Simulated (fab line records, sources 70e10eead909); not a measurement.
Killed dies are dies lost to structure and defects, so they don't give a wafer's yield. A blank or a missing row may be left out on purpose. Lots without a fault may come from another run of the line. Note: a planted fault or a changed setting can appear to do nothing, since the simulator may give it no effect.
fab line records	flow nandHarc
[record] lots = 13	wafers = 39	lastDay = 24
route steps=1159 shown A_M1@1047 THIN_TSV@1102 END@1159
lots that met no fault: from a run of the same line without faults
startH: the number of hours between the record's first day and the start of the first shown wafer of the lot	waitH: hours from the lot's prior step to this one	" identical to the entry in the row above	L1.1+2: one row covering several wafers at once	- no value, or no start was given	* or withheld: withheld	< > ~ a bound
route shown NAME@n: names a module that has steps shown in the file, with the first one's number in the route	usual: average and standard deviation across the fault-free wafers	same: alike in all rows	chamber/n: place in a boat	sites: readings site by site	_std_site: standard deviation of those values	_edge_site: mean of outer sites minus mean of inner sites	radiusMm: how far each site lies from the wafer's centre	mask NAME#n: copy n	behind: the tool/chamber that last shaped the wafer	hold: why the lot went on hold/how many hours it stayed there/how the hold came to an end	device: the n, p or np transistor that did not switch	end of line: at the end of the route, the tests of the same wafers	a step given without rows: its recipe and nothing more	killed: count of dies lost to structure and defects at first sort (not the wafer's yield)	map: a wafer's dies, marking killed ones x, the rest . and places with no die _
set.NAME: the run value of the setting; set.NAME@STEP: its run value at that earlier step	model.NAME: the simulator's own value behind a step, which no gauge read
the route's steps for a sample of lots (tables are steps, rows are wafers)
services: the hour from which a tool's chamber was out of use, counted from the record's first day as startH (under 0 if before that day), plus the number of hours and why
[[steps]]
[step NHARC_A_M1_PRE_CLEAN_30]
[recipe] timeS = 30	tempC = 280	gas = H2/He
[usual] heaterPowerW = 397/23
lot.wafer	tool	chamber	startH	waitH	heaterPowerW
L733.2	pvdSputter-02	-	407.51	-	394
L733.5	"	-	"	"	399
L733.6	"	-	"	"	384
L731.3	pvdSputter-02	-	408.98	-	393
L731.1	"	-	"	"	402
L731.5	"	-	"	"	421
L732.1	pvdSputter-03	-	413.84	-	414
L732.4	"	-	"	"	364
L732.6	"	-	"	"	389
L735.3	pvdSputter-02	-	443.56	-	394
L735.2	"	-	"	"	388
L735.6	"	-	"	"	423
L741.3	pvdSputter-02	-	474.51	-	380
L741.2	"	-	"	"	388
L741.5	"	-	"	"	395
L746.2	pvdSputter-03	-	492.32	-	362
L746.5	"	-	"	"	436
L746.6	"	-	"	"	362
L744.1	pvdSputter-01	-	501.52	-	424
L744.2	"	-	"	"	412
L744.6	"	-	"	"	408
L749.4	pvdSputter-03	-	502.56	-	401
L749.2	"	-	"	"	429
L749.5	"	-	"	"	395
L748.1	pvdSputter-03	-	503.08	-	434
L748.4	"	-	"	"	366
L748.3	"	-	"	"	411
L752.3	pvdSputter-03	-	516.58	-	362
L752.2	"	-	"	"	358
L752.5	"	-	"	"	435
L753.1	pvdSputter-02	-	525.48	-	396
L753.4	"	-	"	"	425
L753.3	"	-	"	"	377
L751.1	pvdSputter-03	-	530.98	-	437
L751.4	"	-	"	"	374
L751.5	"	-	"	"	365
L754.2	pvdSputter-02	-	534.30	-	429
L754.3	"	-	"	"	386
L754.6	"	-	"	"	420
[step NHARC_THIN_TSV_CMP_01]
[recipe] targetThkUm = 3
[usual] motorCurrentA = 12.0/1.4
lot.wafer	tool	chamber	startH	waitH	motorCurrentA
L733.2	cmp-04	2	424.25	0.8	13.4
L733.6	"	1	"	"	14.2
L733.5	"	2	"	"	13.5
L731.1	cmp-01	1	425.44	1.0	12.6
L731.3	"	3	"	"	9.7
L731.5	"	1	"	"	12.0
L732.4	cmp-01	0	432.20	0.5	13.6
L732.1	"	2	"	"	13.8
L732.6	"	3	"	"	10.1
L735.2	cmp-01	0	460.56	0.9	13.9
L735.3	"	2	"	"	14.1
L735.6	"	0	"	"	13.2
L741.2	cmp-02	3	496.30	0.8	10.4
L741.3	"	2	"	"	10.8
L741.5	"	0	"	"	11.5
L746.2	cmp-01	0	513.75	0.9	13.6
L746.6	"	3	"	"	9.7
L746.5	"	0	"	"	13.3
L744.1	cmp-01	1	522.51	1.1	12.4
L744.2	"	3	"	"	9.7
L744.6	"	1	"	"	12.0
L749.2	cmp-01	0	523.68	0.8	13.2
L749.4	"	3	"	"	10.2
L749.5	"	0	"	"	13.3
L748.4	cmp-02	0	527.29	0.4	11.3
L748.1	"	1	"	"	10.5
L748.3	"	2	"	"	10.7
L752.2	cmp-01	2	534.61	0.8	13.7
L752.3	"	1	"	"	12.0
L752.5	"	3	"	"	9.8
L753.3	cmp-02	1	544.13	0.6	11.0
L753.1	"	2	"	"	10.9
L753.4	"	3	"	"	11.5
L751.4	cmp-01	1	549.73	0.4	12.5
L751.1	"	2	"	"	13.6
L751.5	"	0	"	"	13.6
L754.2	cmp-01	1	550.92	0.8	11.9
L754.3	"	0	"	"	13.4
L754.6	"	1	"	"	12.2
[step NHARC_THIN_TSV_STRIP_45]
[recipe] powerW = 1500	tempC = 250	chemistry = O2
[usual] drypumpMotorCurrentA = 5.62/0.25	heaterPowerW = 327/23
lot.wafer	tool	chamber	startH	waitH	drypumpMotorCurrentA	heaterPowerW	rfHoursCounterH
L733.2	plasmaAsher-02	0	427.53	1.0	5.75	358	22
L733.6	"	0	"	"	5.76	352	-
L733.5	"	1	"	"	5.28	325	-
L731.1	plasmaAsher-02	0	429.05	1.1	5.78	352	24
L731.3	"	1	"	"	5.26	328	-
L731.5	"	0	"	"	5.77	350	-
L732.1	plasmaAsher-02	0	434.83	0.4	5.78	349	30
L732.4	"	0	"	"	5.77	348	-
L732.6	"	1	"	"	5.30	315	-
L735.2	plasmaAsher-01	1	462.93	0.1	5.94	326	0
L735.3	"	1	"	"	5.93	326	-
L735.6	"	0	"	"	5.71	292	-
L741.2	plasmaAsher-02	0	498.72	0.1	5.79	347	52
L741.3	"	0	"	"	5.79	353	-
L741.5	"	0	"	"	5.81	355	-
L746.2	plasmaAsher-01	0	516.14	0.1	5.66	283	16
L746.6	"	1	"	"	5.91	324	-
L746.5	"	0	"	"	5.68	280	-
L744.1	plasmaAsher-02	0	524.88	0.1	5.77	343	61
L744.2	"	1	"	"	5.27	321	61
L744.6	"	0	"	"	5.76	356	-
L749.2	plasmaAsher-01	0	526.17	0.1	5.64	287	19
L749.4	"	1	"	"	5.92	324	-
L749.5	"	1	"	"	5.90	324	-
L748.1	plasmaAsher-02	1	529.62	0.1	5.28	324	65
L748.3	"	1	"	"	5.29	331	-
L748.4	"	0	"	"	5.77	361	-
L752.2	plasmaAsher-01	0	537.01	0.1	5.72	290	24
L752.3	"	0	"	"	5.67	282	-
L752.5	"	1	"	"	5.92	328	-
L753.1	plasmaAsher-02	0	546.54	0.1	5.76	349	0
L753.4	"	1	"	"	5.31	315	-
L753.3	"	0	"	"	5.75	359	-
L751.1	plasmaAsher-01	1	551.95	0.1	5.92	317	31
L751.4	"	0	"	"	5.68	293	-
L751.5	"	1	"	"	5.93	320	-
L754.2	plasmaAsher-02	0	553.28	0.1	5.81	354	3
L754.3	"	1	"	"	5.24	318	-
L754.6	"	1	"	"	5.23	317	-
[step NHARC_THIN_TSV_DEGAS_53]
[recipe] tempC = 300	timeS = 60
[usual] heaterPowerW = 452/26
lot.wafer	tool	chamber	startH	waitH	heaterPowerW
L733.2	pvdSputter-03	-	431.63	0.1	448
L733.6	"	-	"	"	431
L733.5	"	-	"	"	423
L731.1	pvdSputter-02	-	433.18	0.1	425
L731.3	"	-	"	"	453
L731.5	"	-	"	"	434
L732.4	pvdSputter-02	-	438.56	0.1	488
L732.1	"	-	"	"	440
L732.6	"	-	"	"	439
L735.3	pvdSputter-01	-	466.70	0.2	464
L735.2	"	-	"	"	495
L735.6	"	-	"	"	468
L741.2	pvdSputter-02	-	502.45	0.1	426
L741.3	"	-	"	"	445
L741.5	"	-	"	"	447
L746.2	pvdSputter-02	-	519.91	0.1	435
L746.5	"	-	"	"	480
L746.6	"	-	"	"	454
L744.2	pvdSputter-01	-	528.69	0.1	431
L744.1	"	-	"	"	472
L744.6	"	-	"	"	478
L749.2	pvdSputter-01	-	530.09	0.1	482
L749.4	"	-	"	"	420
L749.5	"	-	"	"	463
L748.4	pvdSputter-01	-	533.35	0.1	469
L748.3	"	-	"	"	432
L748.1	"	-	"	"	490
L752.3	pvdSputter-01	-	540.70	0.1	418
L752.2	"	-	"	"	487
L752.5	"	-	"	"	460
L753.4	pvdSputter-01	-	550.22	0.1	413
L753.1	"	-	"	"	476
L753.3	"	-	"	"	430
L751.1	pvdSputter-01	-	555.76	0.1	441
L751.4	"	-	"	"	416
L751.5	"	-	"	"	441
L754.3	pvdSputter-03	-	557.04	0.1	502
L754.2	"	-	"	"	414
L754.6	"	-	"	"	501
[step NHARC_END_SORT_01]
[recipe] tempC = 25
[usual] defectLimitedYield = 95.2/1.6	killedAtArray = 29/11	killedAtOther = 0.5/0.89	killedAtPeriphery = 3.3/2	killedDies = 32/11	killedOpen = 3.1/1.9	killedShort = 2.3/1.6	sort_bin_2_pct = 1.5/0.71	sort_bin_3_pct = 0.30/0.22	sort_bin_4_pct = 3.0/1.1	sortNPass = 645/11	sortRimYieldPct = 97.3/1.8	sortYieldPct = 95.2/1.6
[same] grossDies = 677	sort_bin_5_pct[%] = 0	sort_bin_6_pct[%] = 0	sort_bin_7_pct[%] = 0	sort_bin_8_pct[%] = 0	sortRimNGross = 106.00
lot.wafer	tool	chamber	startH	waitH	defectLimitedYield[%]	killedAtArray	killedAtOther	killedAtPeriphery	killedDies	killedOpen	killedShort	sort_bin_2_pct[%]	sort_bin_3_pct[%]	sort_bin_4_pct[%]	sortNPass	sortRimYieldPct[%]	sortYieldPct[%]
L733.2	prober-01	0	441.92	2.8	97.9	12	0	2	14	3	4	0.1	0.30	1.6	663	99.1	97.9
L733.5	prober-01	0	444.30	3.7	97.3	16	0	2	18	4	2	0.4	0	2.2	659	100.0	97.3
L733.6	prober-01	0	445.09	4.0	96.9	16	0	5	21	2	4	0.6	0.15	2.4	656	95.3	96.9
L731.1	prober-01	0	448.89	2.5	97.2	15	0	4	19	2	2	1.0	0.30	1.5	658	98.1	97.2
L731.3	prober-01	0	450.47	3.1	97.6	15	0	1	16	3	0	0.9	0.15	1.3	661	100.0	97.6
L731.5	prober-01	0	452.05	3.7	96.5	19	0	5	24	4	3	1.0	0.15	2.4	653	99.1	96.5
L732.1	prober-02	0	451.51	2.5	95.6	30	0	0	30	2	0	1.0	0.44	3.0	647	99.1	95.6
L732.4	prober-02	0	453.89	3.4	95.1	32	0	1	33	3	2	1.8	0.44	2.7	644	98.1	95.1
L732.6	prober-02	0	455.47	4.0	95.0	28	0	6	34	3	4	1.6	0.44	3.0	643	97.2	95.0
L735.2	prober-01	0	479.19	2.8	85.5	95	1	2	98	3	1	5.0	4.87	4.6	579	84.0	85.5
L735.3	prober-01	0	479.99	3.1	94.5	32	0	5	37	1	1	2.4	0.30	2.8	640	97.2	94.5
L735.6	prober-01	0	482.41	4.0	93.5	40	3	1	44	1	4	1.8	0.44	4.3	633	97.2	93.5
L741.2	prober-02	0	511.87	2.8	86.6	91	0	0	91	0	0	5.6	4.43	3.4	586	86.8	86.6
L741.3	prober-02	0	512.67	3.1	95.7	29	0	0	29	2	4	1.6	0.15	2.5	648	97.2	95.7
L741.5	prober-02	0	514.26	3.7	95.1	30	0	3	33	5	3	1.8	0.44	2.7	644	99.1	95.1
L746.2	prober-02	0	530.77	2.8	96.6	19	0	4	23	4	1	0.3	0.15	3.0	654	95.3	96.6
L746.5	prober-02	0	533.15	3.7	96.3	24	0	1	25	2	2	0.7	0.30	2.7	652	96.2	96.3
L746.6	prober-02	0	533.95	4.0	96.0	24	0	3	27	2	1	1.2	0.30	2.5	650	98.1	96.0
L744.1	prober-01	0	538.74	2.5	94.2	34	1	4	39	2	1	1.6	0.44	3.7	638	95.3	94.2
L744.2	prober-01	0	539.53	2.8	92.6	45	0	5	50	8	3	3.1	0.15	4.1	627	96.2	92.6
L744.6	prober-01	0	542.72	4.0	94.8	34	0	1	35	5	3	1.8	0.44	3.0	642	98.1	94.8
L749.2	prober-02	0	539.57	2.8	91.6	56	0	1	57	1	3	3.5	0.59	4.3	620	97.2	91.6
L749.4	prober-02	0	541.18	3.4	93.1	45	1	1	47	2	4	2.5	0.59	3.8	630	100.0	93.1
L749.5	prober-02	0	541.98	3.7	93.6	39	0	4	43	5	1	1.6	0.30	4.4	634	97.2	93.6
L748.1	prober-01	0	554.27	2.5	96.5	19	0	5	24	4	4	0.7	0.44	2.4	653	96.2	96.5
L748.3	prober-01	0	555.88	3.1	96.3	16	0	9	25	3	4	1.3	0.30	2.1	652	95.3	96.3
L748.4	prober-01	0	556.69	3.4	97.2	16	0	3	19	2	5	0.4	0.44	1.9	658	96.2	97.2
L752.2	prober-02	0	555.12	2.8	94.2	35	0	4	39	3	3	1.6	0.30	3.8	638	98.1	94.2
L752.3	prober-02	0	555.92	3.1	94.5	33	0	4	37	2	2	1.3	0.15	4.0	640	98.1	94.5
L752.5	prober-02	0	557.51	3.7	96.9	20	0	1	21	0	0	1.5	0.30	1.3	656	99.1	96.9
L753.1	prober-01	0	562.03	2.4	94.2	33	0	6	39	4	1	0.9	0.15	4.7	638	95.3	94.2
L753.3	prober-01	0	563.62	3.1	95.1	28	0	5	33	0	0	1.5	0	3.4	644	98.1	95.1
L753.4	prober-01	0	564.42	3.4	93.9	34	0	7	41	2	2	1.8	0	4.3	636	94.3	93.9
L754.2	prober-02	0	566.66	2.8	93.9	35	1	5	41	6	3	1.9	0.30	3.8	636	98.1	93.9
L754.3	prober-02	0	567.45	3.1	92.6	44	1	5	50	4	3	3.2	0.44	3.7	627	92.5	92.6
L754.6	prober-02	0	569.84	4.0	93.6	34	6	3	43	2	0	2.2	0	4.1	634	98.1	93.6
L751.1	prober-01	0	569.83	2.5	92.0	47	0	7	54	4	4	3.1	0	4.9	623	95.3	92.0
L751.4	prober-01	0	572.29	3.5	93.8	39	0	3	42	1	1	1.6	0.44	4.1	635	97.2	93.8
L751.5	prober-01	0	573.11	3.8	94.7	32	0	4	36	4	0	1.2	0.15	4.0	641	96.2	94.7
// killed by level:class
L733.2 A_CHANNEL_HOLE_D1:chamberFilmFlake=3 A_SGD_CUT:chamberFilmFlake=3 A_CHANNEL_FILL_D1:geometricParticle:short=2 P_STI:geometricParticle:open=1 P_CONTACT:geometricParticle:short=1 A_ONON_D1:geometricParticle:short=1 A_CHANNEL_FILL_D1:geometricParticle:open=1 A_BLC:geometricParticle:open=1
L733.5 A_CHANNEL_HOLE_D1:chamberFilmFlake=3 A_SGD_CUT:chamberFilmFlake=3 A_SLIT:chamberFilmFlake=3 A_M0:geometricParticle:open=2 A_STAIRCASE:chamberFilmFlake=2 P_CONTACT:geometricParticle:short=1 P_CONTACT:geometricParticle:open=1 A_WL_FILL:geometricParticle:open=1
L733.6 A_SGD_CUT:chamberFilmFlake=5 A_CHANNEL_HOLE_D1:chamberFilmFlake=4 A_CONTACT:chamberFilmFlake=3 P_M0:geometricParticle:open=2 P_STI:chamberFilmFlake=2 P_GATE:geometricParticle:short=1 A_SOURCE_PLATE:geometricParticle:short=1 A_ONON_D1:geometricParticle:short=1
L731.1 A_SLIT:chamberFilmFlake=8 P_STI:chamberFilmFlake=2 A_CHANNEL_HOLE_D1:chamberFilmFlake=2 P_M0:geometricParticle:open=1 A_WL_FILL:geometricParticle:short=1 A_CONTACT:geometricParticle:short=1 A_CONTACT:geometricParticle:open=1 P_ZERO_WELL:chamberFilmFlake=1
L731.3 A_SLIT:chamberFilmFlake=9 A_WL_FILL:chamberFilmFlake=2 P_GATE:geometricParticle:open=1 A_ONON_D1:geometricParticle:open=1 A_CONTACT:geometricParticle:open=1 A_CONTACT:chamberFilmFlake=1 A_M0:chamberFilmFlake=1
L732.1 A_CHANNEL_HOLE_D1:chamberFilmFlake=14 A_SLIT:chamberFilmFlake=6 A_CONTACT:chamberFilmFlake=5 A_CHANNEL_FILL_D1:geometricParticle:open=1 A_WL_FILL:geometricParticle:open=1 A_ZERO_WELL:chamberFilmFlake=1 A_CHANNEL_FILL_D1:chamberFilmFlake=1 A_STAIRCASE:chamberFilmFlake=1
L731.5 A_SLIT:chamberFilmFlake=6 P_STI:chamberFilmFlake=4 A_CHANNEL_FILL_D1:geometricParticle:short=3 A_CHANNEL_FILL_D1:geometricParticle:open=2 A_CHANNEL_HOLE_D1:chamberFilmFlake=2 A_CONTACT:chamberFilmFlake=2 A_ONON_D1:geometricParticle:open=1 A_CONTACT:geometricParticle:open=1
L732.4 A_CHANNEL_HOLE_D1:chamberFilmFlake=15 A_SLIT:chamberFilmFlake=7 A_CONTACT:chamberFilmFlake=3 A_CHANNEL_FILL_D1:geometricParticle:short=1 A_SLIT:geometricParticle:open=1 A_WL_FILL:geometricParticle:short=1 A_CONTACT:geometricParticle:open=1 A_M1:geometricParticle:open=1
L732.6 A_CHANNEL_HOLE_D1:chamberFilmFlake=14 A_SLIT:chamberFilmFlake=8 P_M1:geometricParticle:short=2 A_STAIRCASE:chamberFilmFlake=2 P_CONTACT:geometricParticle:short=1 P_M1:geometricParticle:open=1 A_WL_FILL:geometricParticle:short=1 A_WL_FILL:geometricParticle:open=1
L735.2 A_M1:unspecified=68 A_CHANNEL_HOLE_D1:chamberFilmFlake=10 A_SLIT:chamberFilmFlake=7 A_STAIRCASE:chamberFilmFlake=4 P_STI:geometricParticle:open=1 P_M0:geometricParticle:open=1 A_SGD_CUT:geometricParticle:short=1 A_BLC:geometricParticle:open=1
L735.3 A_CHANNEL_HOLE_D1:chamberFilmFlake=16 A_SLIT:chamberFilmFlake=9 A_STAIRCASE:chamberFilmFlake=4 P_M0:chamberFilmFlake=3 P_CONTACT:geometricParticle:open=1 A_SOURCE_PLATE:geometricParticle:short=1 P_CONTACT:chamberFilmFlake=1 A_WL_FILL:chamberFilmFlake=1
L735.6 A_CHANNEL_HOLE_D1:chamberFilmFlake=16 A_SLIT:chamberFilmFlake=9 A_STAIRCASE:chamberFilmFlake=4 A_CONTACT:chamberFilmFlake=3 THIN_TSV:chamberFilmFlake=3 A_WL_FILL:chamberFilmFlake=2 P_GATE:geometricParticle:short=1 A_CHANNEL_HOLE_D1:geometricParticle:open=1
L741.2 A_M1:unspecified=62 A_CHANNEL_HOLE_D1:chamberFilmFlake=21 A_CONTACT:chamberFilmFlake=4 A_STAIRCASE:chamberFilmFlake=2 A_WL_FILL:chamberFilmFlake=1 A_BONDPAD:chamberFilmFlake=1
L741.3 A_CHANNEL_HOLE_D1:chamberFilmFlake=19 A_ONON_D1:geometricParticle:short=1 A_CHANNEL_HOLE_D1:geometricParticle:short=1 A_CHANNEL_FILL_D1:geometricParticle:short=1 A_WL_FILL:geometricParticle:short=1 A_WL_FILL:geometricParticle:open=1 A_M0:geometricParticle:open=1 A_M0:chamberFilmFlake=1
L741.5 A_CHANNEL_HOLE_D1:chamberFilmFlake=19 A_WL_FILL:chamberFilmFlake=3 A_BLC:geometricParticle:open=2 A_CONTACT:chamberFilmFlake=2 P_GATE:geometricParticle:open=1 P_M0:geometricParticle:open=1 A_ONON_D1:geometricParticle:open=1 A_CHANNEL_HOLE_D1:geometricParticle:short=1
L746.2 A_CONTACT:chamberFilmFlake=7 A_CHANNEL_HOLE_D1:chamberFilmFlake=6 A_CHANNEL_FILL_D1:geometricParticle:open=2 P_CONTACT:geometricParticle:open=1 P_M0:geometricParticle:open=1 A_CHANNEL_FILL_D1:geometricParticle:short=1 P_STI:chamberFilmFlake=1 P_M1:chamberFilmFlake=1
L746.5 A_CONTACT:chamberFilmFlake=7 A_CHANNEL_HOLE_D1:chamberFilmFlake=6 A_STAIRCASE:chamberFilmFlake=4 A_BLC:chamberFilmFlake=3 P_M1:geometricParticle:short=1 A_CHANNEL_FILL_D1:geometricParticle:short=1 A_CONTACT:geometricParticle:open=1 A_M0:geometricParticle:open=1
L746.6 A_CHANNEL_HOLE_D1:chamberFilmFlake=7 A_CONTACT:chamberFilmFlake=6 A_STAIRCASE:chamberFilmFlake=4 A_BLC:chamberFilmFlake=4 P_M1:chamberFilmFlake=2 P_M0:geometricParticle:open=1 A_WL_FILL:geometricParticle:short=1 A_CONTACT:geometricParticle:open=1
L744.1 A_CHANNEL_HOLE_D1:chamberFilmFlake=20 A_CONTACT:chamberFilmFlake=6 P_ZERO_WELL:chamberFilmFlake=3 A_BLC:chamberFilmFlake=3 A_STAIRCASE:chamberFilmFlake=2 P_M0:geometricParticle:open=1 A_CHANNEL_FILL_D1:geometricParticle:open=1 A_CHANNEL_FILL_D1:geometricParticle:short=1
L744.2 A_CHANNEL_HOLE_D1:chamberFilmFlake=23 A_CONTACT:chamberFilmFlake=6 A_BLC:chamberFilmFlake=5 A_STAIRCASE:chamberFilmFlake=3 P_M1:geometricParticle:open=2 A_WL_FILL:chamberFilmFlake=2 P_CONTACT:geometricParticle:open=1 P_M0:geometricParticle:open=1
L749.2 A_CHANNEL_HOLE_D1:chamberFilmFlake=34 A_SLIT:chamberFilmFlake=13 A_STAIRCASE:chamberFilmFlake=3 A_CONTACT:chamberFilmFlake=2 A_ONON_D1:geometricParticle:short=1 A_SGD_CUT:geometricParticle:open=1 A_WL_FILL:geometricParticle:short=1 A_CONTACT:geometricParticle:short=1
L749.4 A_CHANNEL_HOLE_D1:chamberFilmFlake=21 A_SLIT:chamberFilmFlake=16 A_CHANNEL_FILL_D1:geometricParticle:short=2 A_WL_FILL:chamberFilmFlake=2 A_WL_FILL:geometricParticle:open=1 A_CONTACT:geometricParticle:open=1 A_M1:geometricParticle:short=1 P_STI:chamberFilmFlake=1
L749.5 A_CHANNEL_HOLE_D1:chamberFilmFlake=15 A_SLIT:chamberFilmFlake=14 A_CONTACT:chamberFilmFlake=5 A_CONTACT:geometricParticle:open=3 P_STI:geometricParticle:open=1 P_GATE:geometricParticle:open=1 A_ONON_D1:geometricParticle:short=1 P_STI:chamberFilmFlake=1
L744.6 A_CHANNEL_HOLE_D1:chamberFilmFlake=20 A_ONON_D1:geometricParticle:open=2 A_STAIRCASE:chamberFilmFlake=2 A_CONTACT:chamberFilmFlake=2 A_ONON_D1:geometricParticle:short=1 A_SGD_CUT:geometricParticle:short=1 A_WL_FILL:geometricParticle:open=1 A_CONTACT:geometricParticle:short=1
L748.1 A_CHANNEL_HOLE_D1:chamberFilmFlake=7 P_ZERO_WELL:chamberFilmFlake=3 A_STAIRCASE:chamberFilmFlake=3 A_CONTACT:geometricParticle:open=2 A_M1:chamberFilmFlake=2 P_GATE:geometricParticle:open=1 A_CHANNEL_HOLE_D1:geometricParticle:open=1 A_SLIT:geometricParticle:short=1
L752.2 A_CHANNEL_HOLE_D1:chamberFilmFlake=21 A_CONTACT:chamberFilmFlake=6 P_STI:chamberFilmFlake=3 A_CHANNEL_FILL_D1:geometricParticle:short=2 A_STAIRCASE:chamberFilmFlake=2 P_M0:geometricParticle:open=1 A_CHANNEL_FILL_D1:geometricParticle:open=1 A_WL_FILL:geometricParticle:short=1
L748.3 A_CHANNEL_HOLE_D1:chamberFilmFlake=6 P_ZERO_WELL:chamberFilmFlake=4 A_WL_FILL:geometricParticle:short=3 A_M1:chamberFilmFlake=3 A_CONTACT:geometricParticle:open=2 P_STI:chamberFilmFlake=2 P_GATE:chamberFilmFlake=2 P_M0:geometricParticle:short=1
L752.3 A_CHANNEL_HOLE_D1:chamberFilmFlake=23 A_CONTACT:chamberFilmFlake=7 P_GATE:chamberFilmFlake=2 P_ZERO_WELL:geometricParticle:short=1 P_GATE:geometricParticle:open=1 A_SOURCE_PLATE:geometricParticle:open=1 A_CONTACT:geometricParticle:short=1 A_STAIRCASE:chamberFilmFlake=1
L748.4 A_CHANNEL_HOLE_D1:chamberFilmFlake=7 A_STAIRCASE:chamberFilmFlake=3 A_WL_FILL:geometricParticle:short=2 P_GATE:geometricParticle:short=1 P_M0:geometricParticle:open=1 A_CONTACT:geometricParticle:short=1 A_BLC:geometricParticle:short=1 A_BLC:geometricParticle:open=1
L752.5 A_CHANNEL_HOLE_D1:chamberFilmFlake=17 A_CONTACT:chamberFilmFlake=3 P_STI:chamberFilmFlake=1
L753.1 A_SLIT:chamberFilmFlake=19 A_CHANNEL_HOLE_D1:chamberFilmFlake=6 P_ZERO_WELL:chamberFilmFlake=3 A_CONTACT:geometricParticle:open=2 A_STAIRCASE:chamberFilmFlake=2 A_CONTACT:chamberFilmFlake=2 P_GATE:geometricParticle:open=1 A_WL_FILL:geometricParticle:short=1
L753.3 A_SLIT:chamberFilmFlake=15 A_CHANNEL_HOLE_D1:chamberFilmFlake=6 P_ZERO_WELL:chamberFilmFlake=4 A_STAIRCASE:chamberFilmFlake=4 A_CONTACT:chamberFilmFlake=3 P_M1:chamberFilmFlake=1
L753.4 A_SLIT:chamberFilmFlake=18 A_CHANNEL_HOLE_D1:chamberFilmFlake=9 P_ZERO_WELL:chamberFilmFlake=5 A_STAIRCASE:chamberFilmFlake=2 P_M0:geometricParticle:open=1 A_ONON_D1:geometricParticle:short=1 A_CHANNEL_FILL_D1:geometricParticle:short=1 A_M0:geometricParticle:open=1
L754.2 A_SLIT:chamberFilmFlake=13 A_CHANNEL_HOLE_D1:chamberFilmFlake=9 A_STAIRCASE:chamberFilmFlake=5 A_CONTACT:geometricParticle:open=2 P_STI:chamberFilmFlake=2 P_GATE:geometricParticle:open=1 P_M1:geometricParticle:short=1 A_ONON_D1:geometricParticle:short=1
L754.3 A_STAIRCASE:chamberFilmFlake=16 A_SLIT:chamberFilmFlake=14 A_CHANNEL_HOLE_D1:chamberFilmFlake=8 A_BLC:geometricParticle:open=2 P_GATE:chamberFilmFlake=2 P_M1:chamberFilmFlake=2 P_GATE:geometricParticle:short=1 A_ONON_D1:geometricParticle:short=1
L751.1 A_SLIT:chamberFilmFlake=22 A_CHANNEL_HOLE_D1:chamberFilmFlake=10 A_CONTACT:chamberFilmFlake=6 P_GATE:chamberFilmFlake=5 A_STAIRCASE:chamberFilmFlake=2 P_STI:geometricParticle:short=1 P_M0:geometricParticle:short=1 A_SOURCE_PLATE:geometricParticle:open=1
L754.6 A_SLIT:chamberFilmFlake=14 A_STAIRCASE:chamberFilmFlake=9 A_CHANNEL_HOLE_D1:chamberFilmFlake=6 THIN_TSV:chamberFilmFlake=5 P_M1:chamberFilmFlake=2 A_CONTACT:chamberFilmFlake=2 A_CONTACT:geometricParticle:open=1 STARTING-WAFER:geometricParticle:open=1
L751.4 A_SLIT:chamberFilmFlake=17 A_CHANNEL_HOLE_D1:chamberFilmFlake=9 A_WL_FILL:chamberFilmFlake=4 P_GATE:chamberFilmFlake=3 A_CONTACT:chamberFilmFlake=3 A_BLC:chamberFilmFlake=2 A_CHANNEL_FILL_D1:geometricParticle:short=1 A_SGD_CUT:geometricParticle:open=1
L751.5 A_SLIT:chamberFilmFlake=11 A_CHANNEL_HOLE_D1:chamberFilmFlake=8 A_CONTACT:chamberFilmFlake=8 P_GATE:chamberFilmFlake=4 A_CHANNEL_HOLE_D1:geometricParticle:open=1 A_CHANNEL_FILL_D1:geometricParticle:open=1 A_STAIRCASE:geometricParticle:open=1 A_BLC:geometricParticle:open=1
[[services]]
tool	chamber	startH	hours	kind
cmp-01	-	384.73	4.0	pm
cmp-01	-	388.73	-	consumableReplace:conditioner
cmp-01	-	388.73	-	consumableReplace:pad
pvdSputter-02	-	392.03	10.0	pm
cmp-04	-	399.00	4.0	pm
plasmaAsher-01	-	415.59	19.8	repair
cmp-02	-	422.73	4.0	pm
cmp-01	-	430.68	1.3	repair
plasmaAsher-01	-	453.00	9.0	pm
pvdSputter-03	-	458.15	10.0	pm
cmp-01	-	459.42	0.4	repair
pvdSputter-01	-	460.96	2.0	repair
pvdSputter-02	-	462.66	7.2	repair
cmp-01	-	482.73	4.0	pm
cmp-01	-	486.73	-	consumableReplace:conditioner
cmp-01	-	486.73	-	consumableReplace:pad
cmp-04	-	497.00	4.0	pm
pvdSputter-01	-	514.00	10.0	pm
plasmaAsher-02	-	520.78	1.0	repair
cmp-02	-	520.85	4.0	pm
cmp-04	-	522.66	1.8	repair
plasmaAsher-02	-	537.20	9.0	pm
pvdSputter-02	-	546.82	19.6	repair
cmp-01	-	547.84	0.4	repair
[[key]]
[firstSign] step = NHARC_END_SORT_01	reading = killedAtArray	direction = up	sigmas = 5.8	usual = 29	struck = 93
[effect] step = NHARC_END_SORT_01	reading = killedDies	direction = up	sigmas = 5.6	usual = 32	struck = 94
[moreKillsBornAt] NHARC_A_M1_PRE_CLEAN_30@pvdSputter-02 = 130
metAt NHARC_A_M1_PRE_CLEAN_30
struckLots L735,L741
struckWafers L735.2,L741.2
notActingAt NHARC_THIN_TSV_CMP_01,NHARC_THIN_TSV_STRIP_45,NHARC_THIN_TSV_DEGAS_53
onsetBetween 408.98 443.56
[fault] kind = chamberParticleSource	tool = pvdSputter-02	chamber = -	onsetH = 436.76	steps = NHARC_A_M1_PRE_CLEAN_30	ratePerVisitCm2 = 1.4089	endH = 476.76	scope = struckWafersOnly
